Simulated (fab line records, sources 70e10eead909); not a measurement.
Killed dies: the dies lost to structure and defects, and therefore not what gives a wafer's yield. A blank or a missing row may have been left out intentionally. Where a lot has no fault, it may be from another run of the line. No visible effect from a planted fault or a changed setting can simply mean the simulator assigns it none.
Comparing a struck lot with a sound one | flow nand-harc | 13 out of 1302 route steps
Sound: wafers L102.1, L102.4, L102.6. The struck wafers were L992.1, L992.2, L992.3. The cause comes at the end.
For every step that has rows: the tool of each side, followed by ch and its chambers, followed by its first start. Under that, the readings that differ: sound wafers | struck wafers | difference of the means | sigmas: that difference in standard deviations of wafers without a fault.
alike: a reading whose means differ by less than 2 such deviations, as well as words and numbers matching on both sides. not compared: withheld readings; readings where some wafer has no value; bounds like >300 that might hide an equal value; numbers whose values overlap and for which the record gives no deviation.
The two part at a step that has a row with sigmas, a row that says differs or no value, or rows on one side only. When numbers do not overlap yet have no deviation, they are printed without sigmas and do not part them. A reading that every wafer of one side lacks parts them only if that side has two wafers or more.

NHARC_P_CONTACT_CVD_23: deposits W, target thk 200 nm, time 557 s.
  sound: cvd-w-02 ch 1; struck: cvd-w-01 ch 0,1
  reading                | sound          | struck         | difference | sigmas
  throttle-valve-pct (%) | 8.34 8.26 8.40 | 7.62 7.98 7.80 | -0.53      | -2
  alike: heater-power-w
NHARC_P_CONTACT_CMP_24: polishes, t overpolish 30 s, target thk 200 nm.
  sound on cmp-03 ch 2,3, day 15 08:50; struck on cmp-03 ch 1,2,3, day 10 18:32
  alike: motor-current-A, overpolish-run-s, time-to-endpoint-s
then, 1 step without rows for these wafers: NHARC_P_CONTACT_SRD_26.
NHARC_P_CONTACT_INSPECT_27:
  struck on defect-inspect-02, day 10 18:56; sound on defect-inspect-02, day 15 09:14
  alike: raw-defect-count
then, 7 steps without rows for these wafers: NHARC_P_M0_DEP_00 (deposits SiOC, target thk 150 nm); NHARC_P_M0_DEHYDRATE_01 (time 120 s); NHARC_P_M0_HMDS_02 (time 30 s); NHARC_P_M0_COAT_33 (time 65 s); NHARC_P_M0_COAT_03 (resist thk 90 nm); NHARC_P_M0_SOFTBAKE_04 (time 55 s); NHARC_P_M0_EBR_05.
NHARC_P_M0_EXPOSE_06: exposes mask P M0, target cd 90 nm.
  sound on arfi-scanner-02 ch 0, day 15 10:02; struck on arfi-scanner-02, day 10 19:42
  no value came back on the struck wafers for exposure-dose-mJ-cm2, focus-offset-nm (nm); on the sound wafers exposure-dose-mJ-cm2 reads 81.19 81.25 81.32
  alike: mask
then, 1 step without rows for these wafers: NHARC_P_M0_PEB_07 (peb time 65 s).

## WHERE THEY PART
Earliest at NHARC_P_CONTACT_CVD_23; latest, in this record, at NHARC_P_M0_EXPOSE_06.

WHY: the cause the simulator had injected
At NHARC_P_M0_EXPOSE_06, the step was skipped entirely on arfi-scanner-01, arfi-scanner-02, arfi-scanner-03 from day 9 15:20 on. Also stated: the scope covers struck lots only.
